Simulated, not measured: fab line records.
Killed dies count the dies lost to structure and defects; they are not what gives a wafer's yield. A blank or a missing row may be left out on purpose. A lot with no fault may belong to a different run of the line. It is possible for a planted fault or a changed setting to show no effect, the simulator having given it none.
Split-lot experiment    flow n5 finfet    7 lots, 21 wafers read, on a route of 1938 steps

## ON THE SPLIT
At N5_BEOL_M10_VIA_ETCH_34 (etches SiCOH lowk in C4F6/O2, target depth 184.5 nm, time 69.2 s), the setting time s was moved away from the recipe's 69.2 s on 6 of the 21 wafers read, by -16.4% to +21.6%. The other wafers ran this setting at the recipe's value.

Reading taken at the split's own step.

## THE READING
SOC_of_BEOL_M10_COAT_63.thk nm (the simulator's own value, which no gauge read), in nm, at N5_BEOL_M10_VIA_ETCH_34 (etches SiCOH lowk in C4F6/O2, target depth 184.5 nm, time 69.2 s). The file does not state a usual value for it. Here, 15 wafers ran the recipe; their average is 92.0 nm with a standard deviation of 0.24 nm.

wafer   tool, chamber at the split  time s as run, s  against the recipe  SOC_of_BEOL_M10_COAT_63.thk nm, nm  against lot-mates on the recipe
L074.1  rie diel-04, 1              69.2              recipe              91.6                                -
L074.3  rie diel-04, 3              77.99             +12.7%              91                                  -0.7
L074.6  rie diel-04, 0              69.2              recipe              91.8                                -
L076.2  rie diel-05, 1              74.73             +8.0%               90.8                                -1.2
L076.3  rie diel-05, 3              74.73             +8.0%               91.2                                -0.8
L076.4  rie diel-05, 0              69.2              recipe              92                                  -
L078.4  rie diel-05, 2              84.18             +21.6%              90.4                                -1.6
L078.5  rie diel-05, 1              69.2              recipe              92                                  -
L078.6  rie diel-05, 0              84.18             +21.6%              90.4                                -1.6
L082.2  rie diel-05, 2              69.2              recipe              92.4                                -
L082.4  rie diel-05, 3              69.2              recipe              92.4                                -
L082.6  rie diel-05, 3              69.2              recipe              92                                  -
L085.3  rie diel-05, 2              69.2              recipe              91.8                                -
L085.4  rie diel-05, 0              57.83             -16.4%              93.2                                +1.3
L085.5  rie diel-05, 3              69.2              recipe              92                                  -
L084.2  rie diel-02, 0              69.2              recipe              92.4                                -
L084.4  rie diel-02, 2              69.2              recipe              92.2                                -
L084.6  rie diel-02, 1              69.2              recipe              92                                  -
L093.1  rie diel-05, 3              69.2              recipe              91.8                                -
L093.4  rie diel-05, 0              69.2              recipe              91.8                                -
L093.6  rie diel-05, 2              69.2              recipe              92                                  -

FIT RESULTS
A straight line over all 21 wafers: SOC_of_BEOL_M10_COAT_63.thk nm changes by -0.0778 nm for each +1% of time s; r = -0.93; the points scatter about the line by 0.25 nm.
The same after taking each lot's own level away (the mean of its wafers on the recipe; 21 wafers): -0.0766 nm for each +1%; r = -0.96; scatter 0.19 nm.
Per that fit: largest time s move, reading shift of 1.7 nm.
The lots' own levels span 91.70 to 92.27 nm, that is 2.4 times the standard deviation above.
The two slopes agree, so the slope changes little with the lot-to-lot level.
Check: for one of the wafers moved furthest among these (+21.6%), held out of the fit, the line's prediction against its lot-mates is -1.71 nm. Against them it came out at -1.6 nm.

## OTHER SPLITS ON THESE WAFERS
These wafers also went through other splits before the reading. Each is held against what the fit with the lots' levels taken away leaves over:
other split on the same wafers  wafers away from the commonest value  r with SOC_of_BEOL_M10_COAT_63.thk nm (lot level and that fit taken away)
N5_BEOL_M10_ILD_DEP_00 time s   10                                    -0.35
N5_BEOL_M10_COAT_59 spin rpm    8                                     -0.36

## THE WHOLE CHAIN: every reading that the file lists as answering this split, in the file's order
step                     what it does                                                      reading                                                                          change (the file's fit)                 r (the file's)
N5_BEOL_M10_VIA_ETCH_34  etches SiCOH lowk in C4F6/O2, target depth 184.5 nm, time 69.2 s  etch.depth nm (the simulator's own value, which no gauge read)                   +1.77 nm for each +1% of the setting    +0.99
N5_BEOL_M10_VIA_ETCH_34  etches SiCOH lowk in C4F6/O2, target depth 184.5 nm, time 69.2 s  SOC_of_BEOL_M10_COAT_63.thk nm (the simulator's own value, which no gauge read)  -0.0756 nm for each +1% of the setting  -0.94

## FILE'S OWN FIT
SOC_of_BEOL_M10_COAT_63.thk nm changes by -0.0756 nm for each +1% of time s, r = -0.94.
